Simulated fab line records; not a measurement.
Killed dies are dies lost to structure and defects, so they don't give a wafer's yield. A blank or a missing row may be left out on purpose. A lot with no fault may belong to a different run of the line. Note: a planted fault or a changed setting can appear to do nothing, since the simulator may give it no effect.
Lot-split experiment ; flow n5-finfet ; 21 wafers read from 7 lots, route of 1938 steps

## THE SPLIT ITSELF
At N5_MOL_CONTACT_COAG_ALD_27 (deposits SiOC, target thk 17 nm, pulse time 1.5 s, time 2720 s), the setting ald-cycles was moved away from the recipe's 340 on 8 of the 21 wafers read, by -13.2% to +12.1%. For the rest of the wafers, this setting stayed at what the recipe calls for.

Reading taken at the split's own step.

## THE READING
SiOC_of_MOL_CONTACT_COAG_ALD_27.thk-nm (the simulator's own value, which no gauge read), in nm, at N5_MOL_CONTACT_COAG_ALD_27 (deposits SiOC, target thk 17 nm, pulse time 1.5 s, time 2720 s). The file gives no usual value for it. The 13 wafers here that ran the recipe average 17.0 nm, standard deviation 0.078 nm.

wafer;tool, chamber at the split;ald-cycles as run;against the recipe;SiOC_of_MOL_CONTACT_COAG_ALD_27.thk-nm, nm;against lot-mates on the recipe
L076.3;ald-sin-02, 2;295;-13.2%;14.8;-2.4
L076.4;ald-sin-02, 3;295;-13.2%;14.6;-2.6
L076.6;ald-sin-02, 0;340;recipe;17.2;-
L077.1;ald-sin-03, 3;340;recipe;17;-
L077.2;ald-sin-03, 0,2;381;+12.1%;19;+2.0
L077.5;ald-sin-03, 0,2;381;+12.1%;19;+2.0
L085.1;ald-sin-02, 3;340;recipe;16.8;-
L085.4;ald-sin-02, 1;340;recipe;17;-
L085.5;ald-sin-02, 1;300;-11.8%;15;-1.9
L088.1;ald-sin-02, 1;302;-11.2%;15.2;-1.8
L088.4;ald-sin-02, 0,2;340;recipe;17;-
L088.5;ald-sin-02, 0,2;340;recipe;17;-
L093.1;ald-sin-02, 3,1;371;+9.1%;18.6;+1.6
L093.3;ald-sin-02, 3,1;371;+9.1%;18.6;+1.6
L093.6;ald-sin-02, 3;340;recipe;17;-
L094.2;ald-sin-02, 2,2,3;340;recipe;17;-
L094.5;ald-sin-02, 2,2,3;340;recipe;17;-
L094.6;ald-sin-02, 2,2,3;340;recipe;17;-
L092.1;ald-sin-04, 3,0,2;340;recipe;17;-
L092.2;ald-sin-04, 3,0,2;340;recipe;17;-
L092.3;ald-sin-04, 3,0,2;340;recipe;17;-
When a row names more than one chamber, that row covers several wafers, and the file does not tell which wafer ran in which chamber.

FIT RESULTS
A straight line over all 21 wafers: SiOC_of_MOL_CONTACT_COAG_ALD_27.thk-nm changes by +0.17 nm for each +1% of ald-cycles; r = +1.00; the points scatter about the line by 0.081 nm.
The same after taking each lot's own level away (the mean of its wafers on the recipe; 21 wafers): +0.174 nm for each +1%; r = +1.00; scatter 0.096 nm.
The reading moves by 2.3 nm for the largest change in ald-cycles, on that fit.
Measured against the standard deviation above, the lots' own levels, which go from 16.90 to 17.20 nm, span 3.8 times it.
The two slopes agree, so the slope changes little with the lot-to-lot level.
Check: with one of the wafers moved furthest among these (-13.2%) left out of the fit, the line predicts -2.29 nm for it against its lot-mates. Against them it came out at -2.4 nm.

## OTHER SPLITS ON THESE WAFERS
Note: prior to the reading, these wafers also went through further splits. Each is held against what the fit with the lots' levels taken away leaves over:
other split on the same wafers;wafers away from the commonest value;r with SiOC_of_MOL_CONTACT_COAG_ALD_27.thk-nm (lot level and that fit taken away)
N5_WELL_APT_COAT_02 spin-rpm;7;+0.32
N5_PMOS_HMC_CHANNEL_EPI_EXPOSE_06 dose-mj;6;+0.56
N5_PMOS_HMC_CHANNEL_EPI_PEB_07 peb-time-s;10;-0.51
N5_FIN_SAQP_ETCH_52 source-w;8;-0.21
N5_FIN_SAQP_SPACER1_ALD_24 ald-cycles;4;+0.01
N5_DUMMY_GATE_ETCH_37 source-w;9;+0.12
N5_DUMMY_GATE_ETCH_31 target-depth-a;8;-0.12
N5_SD_EPI_N_ETCH_16 target-depth-a;5;-0.17
N5_SD_EPI_N_EPI_21 temp-c;5;+0.20
N5_ILD0_CMP_03 down-force-psi;10;+0.22

## THE FILE'S OWN FIT
SiOC_of_MOL_CONTACT_COAG_ALD_27.thk-nm changes by +0.171 nm for each +1% of ald-cycles, r = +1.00.
